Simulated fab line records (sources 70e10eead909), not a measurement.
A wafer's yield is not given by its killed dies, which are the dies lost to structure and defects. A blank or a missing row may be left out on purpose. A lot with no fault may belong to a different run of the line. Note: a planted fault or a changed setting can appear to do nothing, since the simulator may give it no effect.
Chamber matching | flow nandHarc | pecvd-02 running NHARC_P_M0_DEP_32: 3 sister chambers
The step deposits SiCN, target thk 30 nm. 3 wafers are shown with their chamber, then 10 later ones without.

== WAFERS, EACH WITH ITS CHAMBER ==
wafer  | chamber | heaterPowerW (W)
L090.6 | 2       | 604
L094.2 | 1       | 576
L094.3 | 0       | 612

== WAFERS WITH NO CHAMBER GIVEN ==
wafer  | heaterPowerW (W)
L094.4 | 586
L093.2 | 518
L093.3 | 558
L093.5 | 491
L096.1 | 646
L096.2 | 498
L096.5 | 511
L097.2 | 589
L097.4 | 539
L097.6 | 604

== EACH ONE'S CHAMBER ==
wafer  | from the rows above          | in truth
L094.4 | can't be placed: 1 or 2 or 0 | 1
L093.2 | can't be placed: 1 or 2 or 0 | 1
L093.3 | can't be placed: 1 or 2 or 0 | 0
L093.5 | can't be placed: 1 or 2 or 0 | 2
L096.1 | can't be placed: 0 or 2 or 1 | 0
L096.2 | can't be placed: 1 or 2 or 0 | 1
L096.5 | can't be placed: 1 or 2 or 0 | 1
L097.2 | can't be placed: 1 or 2 or 0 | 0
L097.4 | can't be placed: 1 or 2 or 0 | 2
L097.6 | can't be placed: 2 or 0 or 1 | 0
Correct placement for 0 of the 10. Not placeable from these rows: 10 (in 10, the candidates include the true chamber). Wrongly placed: 0.
How it was worked out, from the rows above alone: a wafer's distance from a chamber is the root of the sum, over the readings, of the square of ((its reading less the chamber's mean) divided by the reading's scatter). If the next closest chamber is less than 2 further off than the closest, the wafer can't be placed; otherwise it belongs to the closest. The mean given for a chamber averages the wafers shown for that chamber. The scatter (one wafer shown for each chamber): square how far every hidden wafer sits from the nearest shown wafer, average those squares and take the square root.
